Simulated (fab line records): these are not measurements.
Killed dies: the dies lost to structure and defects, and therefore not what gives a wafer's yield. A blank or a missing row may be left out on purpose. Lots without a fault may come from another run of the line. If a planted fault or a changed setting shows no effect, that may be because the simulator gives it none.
Chamber matching | flow n5_finfet | N5_MOL_CONTACT_COAG_DESCUM_13 on rie_diel-05: 4 sister chambers
The step chemistry O2, time 7 s. 18 wafers are shown with their chamber, then 9 later ones without.

WAFERS WITH THEIR CHAMBER
wafer  | chamber | drypump_motor_current_A (A) | showerhead_plenum_p_Torr (Torr) | oes_product_au (a.u.)
L076.4 | 2       | 5.7                         | 2.08                            | 0.68
L076.5 | 0       | 5.6                         | 2.06                            | 0.71
L076.6 | 3       | 5.5                         | 2.24                            | 0.91
L077.2 | 0       | 5.6                         | 2.06                            | 0.71
L077.3 | 3       | 5.5                         | 2.24                            | 0.92
L077.4 | 2       | 5.8                         | 2.08                            | 0.69
L084.1 | 1       | 6.2                         | 2.08                            | 0.74
L084.5 | 2       | 5.7                         | 2.07                            | 0.68
L084.6 | 1       | 6.2                         | 2.08                            | 0.73
L086.2 | 0       | 5.6                         | 2.05                            | 0.69
L086.3 | 3       | 5.5                         | 2.24                            | 0.87
L086.5 | 1       | 6.2                         | 2.07                            | 0.74
L087.3 | 1       | 6.2                         | 2.07                            | 0.74
L087.5 | 0       | 5.6                         | 2.05                            | 0.69
L087.6 | 3       | 5.5                         | 2.23                            | 0.87
L088.1 | 1       | 6.2                         | 2.07                            | 0.74
L088.2 | 0       | 5.6                         | 2.05                            | 0.69
L088.3 | 3       | 5.5                         | 2.23                            | 0.86

SIGNATURES, as means of the wafers listed above
reading                  | chamber 0 | chamber 1 | chamber 2 | chamber 3 | scatter within a chamber
drypump_motor_current_A  | 5.600     | 6.200     | 5.733     | 5.500     | 0.0218
showerhead_plenum_p_Torr | 2.0540    | 2.0740    | 2.0767    | 2.2360    | 0.00552
oes_product_au           | 0.6980    | 0.7380    | 0.6833    | 0.8860    | 0.0159
Rule: distance of a wafer from a chamber = root of the sum over the readings of ((wafer's reading minus chamber's mean) / reading's scatter) squared. The wafer belongs to the nearest chamber; if the next one is less than 2 further off, it can't be placed. The scatter is the square root of a quotient: the sum, over the shown wafers, of each reading's squared deviation from its chamber's mean, divided by wafers minus chambers.

WAFERS MISSING THEIR CHAMBER
wafer  | drypump_motor_current_A (A) | showerhead_plenum_p_Torr (Torr) | oes_product_au (a.u.)
L089.1 | 5.6                         | 2.05                            | 0.69
L089.3 | 5.5                         | 2.24                            | 0.87
L089.6 | 5.6                         | 2.05                            | 0.69
L090.2 | 5.5                         | 2.23                            | 0.86
L090.3 | 6.2                         | 2.07                            | 0.73
L090.6 | 6.2                         | 2.07                            | 0.72
L092.1 | 5.7                         | 2.07                            | 1.03
L092.3 | 6.2                         | 2.07                            | 0.73
L092.6 | 5.7                         | 2.07                            | 1.02

CHAMBER TAKEN BY EACH
wafer  | from the rows above     | in truth
L089.1 | 0                       | 0
L089.3 | 3                       | 3
L089.6 | 0                       | 0
L090.2 | 3                       | 3
L090.3 | 1                       | 1
L090.6 | 1                       | 1
L092.1 | can't be placed: 0 or 2 | 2
L092.3 | 1                       | 1
L092.6 | can't be placed: 0 or 2 | 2
Placed correctly: 7 of 9. These rows do not allow placing 2 (true chamber among the candidates in 2). Wrongly placed: 0.
